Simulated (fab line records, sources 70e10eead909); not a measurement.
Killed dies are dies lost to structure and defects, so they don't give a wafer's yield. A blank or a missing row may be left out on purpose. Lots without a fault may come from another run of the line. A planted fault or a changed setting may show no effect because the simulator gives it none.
Which tool did it? | flow nand_harc | 11 lots, 33 wafers sampled, at 6 steps of a route of 1302

WHAT THE GAUGES READ, wafer by wafer
NHARC_P_STI_OCD_MEAS_17.
lot  | measured     | on     | trench_depth_nm (nm) | trench_foot_cd_nm (nm)
L733 | day 3 19:56  | ocd-01 | 288 296 302          | 161.2 160.1 161.3
L734 | day 4 03:37  | ocd-01 | 296 296 302          | 157.4 159.4 156.7
L736 | day 4 22:25  | ocd-01 | 304 297 302          | 155.2 157.5 159.0
L740 | day 6 13:52  | ocd-01 | 297 298 297          | 160.1 155.9 161.4
L745 | day 8 18:52  | ocd-01 | 300 296 293          | 159.1 157.9 160.4
L749 | day 10 07:58 | ocd-02 | 305 297 297          | 156.1 153.8 156.2
L750 | day 10 18:02 | ocd-01 | 298 302 301          | 160.6 157.2 161.6
L751 | day 11 06:06 | ocd-02 | 301 300 294          | 162.1 159.1 162.8
L752 | day 11 14:42 | ocd-01 | 302 298 299          | 159.7 158.8 158.7
L753 | day 12 01:52 | ocd-02 | 300 295 291          | 152.9 154.8 158.4
L754 | day 12 11:14 | ocd-02 | 295 291 292          | 161.4 158.0 164.0

NHARC_P_GATE_CD_MEAS_11: target cd 1640 nm.
lot  | measured     | on        | cd_nm (nm)
L733 | day 5 09:54  | cd_sem-02 | 1639.5 1643.8 1641.6
L734 | day 5 14:08  | cd_sem-01 | 1639.7 1639.7 1637.0
L736 | day 6 10:51  | cd_sem-01 | 1640.4 1640.7 1638.4
L740 | day 8 05:13  | cd_sem-02 | - - -
L745 | day 10 12:38 | cd_sem-02 | 1639.6 1640.8 1638.2
L749 | day 11 23:25 | cd_sem-02 | 1638.3 1640.3 1639.7
L750 | day 12 04:20 | cd_sem-02 | 1641.1 1641.3 1639.4
L751 | day 12 21:11 | cd_sem-02 | 1639.4 1641.8 1638.1
L752 | day 13 02:03 | cd_sem-01 | 1639.6 1642.7 1641.3
L753 | day 13 13:10 | cd_sem-02 | 1640.9 1641.8 1642.1
L754 | day 14 01:31 | cd_sem-02 | 1640.3 1642.1 1641.0

NHARC_END_SORT_01.
lot  | measured     | on        | killed_at_array | killed_at_other | killed_at_periphery | killed_dies | killed_open | killed_short
L740 | day 28 12:13 | prober-02 | 35 39 56        | 1 0 0           | 641 638 621         | 677 677 677 | 3 5 5       | 3 0 4

WHICH TOOL RAN EACH LOT (tool, then ch and the chambers of the sampled wafers, then the start)
lot  | NHARC_P_ZERO_WELL_DESCUM_54        | NHARC_P_STI_ETCH_42                | NHARC_P_GATE_EXPOSE_08
L733 | rie_diel-11 ch 0,2,3, day 2 21:38  | rie_diel-08 ch 0,1,3, day 3 19:29  | krf_scanner-02 ch 0, day 5 09:44
L734 | rie_diel-13 ch 1,2, day 3 08:03    | rie_diel-01 ch 0,3, day 4 03:11    | krf_scanner-03 ch 0, day 5 13:58
L736 | rie_diel-13 ch 0,3, day 4 03:47    | rie_diel-01 ch 2,3, day 4 21:58    | krf_scanner-03 ch 0, day 6 10:41
L740 | rie_diel-10 ch 0,2,3, day 5 20:05  | rie_diel-08 ch 1,2,3, day 6 13:26  | krf_scanner-03 ch 0, day 8 05:04
L745 | rie_diel-11 ch 0,2,3, day 7 21:54  | rie_diel-08 ch 0,3, day 8 18:26    | krf_scanner-02 ch 0, day 10 12:28
L749 | rie_diel-11 ch 0,2, day 9 13:53    | rie_diel-08 ch 1,2,3, day 10 07:32 | krf_scanner-03 ch 0, day 11 23:16
L750 | rie_diel-11 ch 0,1,3, day 10 00:17 | rie_diel-01 ch 0,1,2, day 10 17:36 | krf_scanner-03 ch 0, day 12 04:11
L751 | rie_diel-10 ch 1,2,3, day 10 09:49 | rie_diel-01 ch 0,1,2, day 11 05:38 | krf_scanner-04 ch 0, day 12 21:01
L752 | rie_diel-11 ch 1,2,3, day 10 20:23 | rie_diel-07 ch 0,3, day 11 14:14   | krf_scanner-03 ch 0, day 13 01:53
L753 | rie_diel-13 ch 0,2,3, day 11 05:56 | rie_diel-07 ch 0,1,2, day 12 01:25 | krf_scanner-04 ch 0, day 13 13:01
L754 | rie_diel-10 ch 0,1,2, day 11 15:57 | rie_diel-01 ch 0,1,3, day 12 10:47 | krf_scanner-04 ch 0, day 14 01:21
- NHARC_P_ZERO_WELL_DESCUM_54: chemistry O2, time 3 s.
- NHARC_P_STI_ETCH_42: etches the open film in N2/H2, target depth 80 nm, overetch 24 nm, time 61 s.
- NHARC_P_GATE_EXPOSE_08: exposes mask P HV.

WHAT THE TOOLS THEMSELVES READ (means of the sampled wafers that have a number; where no wafer has one, the mark that the record gives instead)
NHARC_P_ZERO_WELL_DESCUM_54.
lot  | tool        | drypump_motor_current_A (A) | mfc_ar_sccm (sccm) | o2_flow_sccm (sccm) | oes_product_au (a.u.) | rf_vpp_V (V) | showerhead_plenum_p_Torr (Torr) | throttle_valve_pct (%)
L733 | rie_diel-11 | 6.04                        | 0.000              | 200.0               | 0.990                 | 57.3         | 1.87                            | 11.309
L734 | rie_diel-13 | 6.01                        | 0.019              | 199.3               | 0.996                 | 56.9         | 1.82                            | 11.309
L736 | rie_diel-13 | 5.53                        | 0.015              | 200.0               | 0.998                 | 57.8         | 1.89                            | 11.312
L740 | rie_diel-10 | 5.65                        | 0.009              | 200.1               | 1.004                 | 56.8         | 1.86                            | 11.310
L745 | rie_diel-11 | 6.00                        | 0.000              | 200.1               | 0.990                 | 57.4         | 1.86                            | 11.308
L749 | rie_diel-11 | 6.13                        | 0.000              | 200.1               | 0.995                 | 57.6         | 1.82                            | 11.307
L750 | rie_diel-11 | 5.85                        | 0.002              | 200.5               | 0.999                 | 57.4         | 1.88                            | 11.303
L751 | rie_diel-10 | 5.62                        | 0.021              | 200.0               | 1.005                 | 57.4         | 1.85                            | 11.312
L752 | rie_diel-11 | 5.76                        | 0.002              | 200.5               | 0.995                 | 57.3         | 1.91                            | 11.315
L753 | rie_diel-13 | 5.78                        | 0.016              | 199.8               | 0.996                 | 57.0         | 1.85                            | 11.313
L754 | rie_diel-10 | 5.47                        | 0.021              | 199.4               | 0.994                 | 57.8         | 1.87                            | 11.307

NHARC_P_STI_ETCH_42.
lot  | tool        | drypump_motor_current_A (A) | mfc_ar_sccm (sccm) | oes_product_au (a.u.) | rf_vpp_V (V) | showerhead_plenum_p_Torr (Torr) | throttle_valve_pct (%)
L733 | rie_diel-08 | 5.5                         | 0.016              | 1.004                 | 431          | 2.08                            | 14.163
L734 | rie_diel-01 | 6.4                         | 0.003              | 1.008                 | 432          | 2.09                            | 14.173
L736 | rie_diel-01 | 5.8                         | 0.001              | 1.000                 | 430          | 2.05                            | 14.175
L740 | rie_diel-08 | 5.8                         | 0.018              | 1.000                 | 430          | 2.04                            | 14.173
L745 | rie_diel-08 | 5.8                         | 0.012              | 0.999                 | 432          | 2.06                            | 14.176
L749 | rie_diel-08 | 5.8                         | 0.018              | 0.994                 | 430          | 2.03                            | 14.172
L750 | rie_diel-01 | 5.7                         | 0.013              | 0.997                 | 429          | 2.01                            | 14.164
L751 | rie_diel-01 | 5.7                         | 0.013              | 1.001                 | 429          | 2.01                            | 14.173
L752 | rie_diel-07 | 5.3                         | 0.009              | 1.003                 | 426          | 1.91                            | 14.170
L753 | rie_diel-07 | 5.8                         | 0.009              | 1.000                 | 431          | 2.06                            | 14.179
L754 | rie_diel-01 | 6.1                         | 0.014              | 1.010                 | 431          | 2.07                            | 14.160

NHARC_P_GATE_EXPOSE_08.
lot  | tool           | reticle_temp_C (C)
L733 | krf_scanner-02 | 23.08
L734 | krf_scanner-03 | 23.03
L736 | krf_scanner-03 | 23.02
L740 | krf_scanner-03 | 22.99
L745 | krf_scanner-02 | 23.21
L749 | krf_scanner-03 | 23.04
L750 | krf_scanner-03 | 22.97
L751 | krf_scanner-04 | 23.15
L752 | krf_scanner-03 | 22.94
L753 | krf_scanner-04 | 22.97
L754 | krf_scanner-04 | 22.94

THE ANSWER, worked out from the rows above alone
Rule: what is usual is taken from the lots themselves. Put in order of their means at a reading, lots are off if they are a third of the lots or fewer, leave a main group of 4 or more, and stand apart from it by a gap of 3 or more times the standard deviation of the main group's means; of several such gaps the widest counts. A main group whose means are all the same, to the digits that the tables above print for the reading, isn't used. A lot without any number at a reading at which 4 lots or more have one is off too. The other lots that the step has rows for count as sound. The gauges are gone through in route order, then the tools' own readings, and for those a lot's mean is taken as printed above. The first step at which some lot is off is used, and at that step the reading that is off furthest; a lot without a number counts as furthest.
Off: L740, at NHARC_P_GATE_CD_MEAS_11 (cd_nm). Without a number there: L740. The main group: mean 1640.4 nm, standard deviation 0.96.
A tool fits if, at a process step before that reading, it ran every lot that is off, and no sound lot after the first of them. The gauges at NHARC_P_GATE_CD_MEAS_11 are tried like those tools. None of those tried fits.

WHAT THE SIMULATOR HAD PUT IN
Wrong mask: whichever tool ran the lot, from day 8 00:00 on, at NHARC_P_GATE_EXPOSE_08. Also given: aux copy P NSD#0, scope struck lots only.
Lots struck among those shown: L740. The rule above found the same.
